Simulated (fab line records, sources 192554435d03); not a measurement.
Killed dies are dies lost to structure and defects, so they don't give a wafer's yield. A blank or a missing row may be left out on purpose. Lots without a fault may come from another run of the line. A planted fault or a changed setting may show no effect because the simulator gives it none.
Chamber matching | flow n5_finfet | N5_BEOL_M11_DEP_56 on pecvd-02: 3 sister chambers
The step deposits SiCN from 3MS/NH3, target thk 30 nm, time 10.5 s. 3 wafers are shown with their chamber, then 11 later ones without.

WAFERS WITH THEIR CHAMBER
wafer  | chamber | throttle_valve_pct (%)
L086.1 | 2       | 17.0
L086.6 | 1       | 18.2
L087.1 | 0       | 17.7

WAFERS WITHOUT THEIR CHAMBER
wafer  | throttle_valve_pct (%)
L087.3 | 17.2
L087.6 | 17.1
L088.2 | 18.0
L088.3 | 17.6
L088.5 | 17.7
L089.2 | 18.2
L089.3 | 17.3
L089.4 | 18.5
L094.1 | 17.1
L094.2 | 18.3
L094.5 | 17.5

WHICH CHAMBER EACH WENT THROUGH
wafer  | from the rows above     | in truth
L087.3 | can't be placed: 2 or 0 | 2
L087.6 | 2                       | 2
L088.2 | can't be placed: 1 or 0 | 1
L088.3 | 0                       | 0
L088.5 | 0                       | 0
L089.2 | 1                       | 1
L089.3 | can't be placed: 2 or 0 | 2
L089.4 | 1                       | 1
L094.1 | 2                       | 2
L094.2 | 1                       | 1
L094.5 | can't be placed: 0 or 2 | 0
Placed correctly: 7 of 11. Can't be placed from these rows: 4 (the true chamber is among the candidates in 4). Placed wrongly: 0.
How it was worked out, from the rows above alone: a wafer's distance from a chamber is the root of the sum, over the readings, of the square of ((its reading less the chamber's mean) divided by the reading's scatter). The wafer belongs to the nearest chamber; if the next one is less than 2 further off, it can't be placed. A chamber's mean is the mean of its shown wafers. The scatter: with one shown wafer a chamber, the root of the mean of the squares of how far each hidden wafer lies from its nearest shown one.
